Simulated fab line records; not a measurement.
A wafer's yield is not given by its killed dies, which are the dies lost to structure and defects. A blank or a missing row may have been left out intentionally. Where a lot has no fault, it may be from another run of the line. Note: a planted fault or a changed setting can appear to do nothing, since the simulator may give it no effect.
Matching of chambers -- flow n5_finfet -- N5_FIN_SAQP_HM_DEP_03 on pecvd-01: 3 sister chambers
The step deposits SiNx from SiH4/NH3/N2, target thk 38 nm, time 33.6 s. 6 wafers are shown with their chamber, then 12 later ones without.

EACH WAFER AND ITS CHAMBER
wafer,chamber,throttle_valve_pct (%),showerhead_plenum_p_Torr (Torr)
L083.4,2,38.0,5.04
L088.3,1,45.1,5.17
L088.4,0,38.3,5.12
L089.1,0,38.5,5.11
L089.2,2,38.6,5.06
L089.6,1,45.1,5.18

WAFERS WITHOUT THEIR CHAMBER
wafer,throttle_valve_pct (%),showerhead_plenum_p_Torr (Torr)
L093.1,38.6,5.05
L093.2,38.8,5.11
L093.5,38.4,5.06
L094.1,45.0,5.18
L094.3,38.5,5.06
L094.5,45.1,5.18
L095.4,38.5,5.12
L095.5,45.3,5.18
L095.6,38.4,5.06
L097.2,38.4,5.11
L097.3,45.0,5.19
L097.5,45.3,5.18

WHICH CHAMBER EACH WENT THROUGH
wafer,from the rows above,in truth
L093.1,2,2
L093.2,0,0
L093.5,2,2
L094.1,1,1
L094.3,2,2
L094.5,1,1
L095.4,0,0
L095.5,1,1
L095.6,2,2
L097.2,0,0
L097.3,1,1
L097.5,1,1
12 of 12 placed correctly. Not placeable from these rows: 0. Number placed wrongly: 0.
How it was worked out, from the rows above alone: a wafer's distance from a chamber is the root of the sum, over the readings, of the square of ((its reading less the chamber's mean) divided by the reading's scatter). The wafer belongs to the nearest chamber; if the next one is less than 2 further off, it can't be placed. The mean given for a chamber averages the wafers shown for that chamber. The scatter: the root of (the sum of the squares of (reading less its chamber's mean) over the shown wafers, divided by (wafers less chambers)).
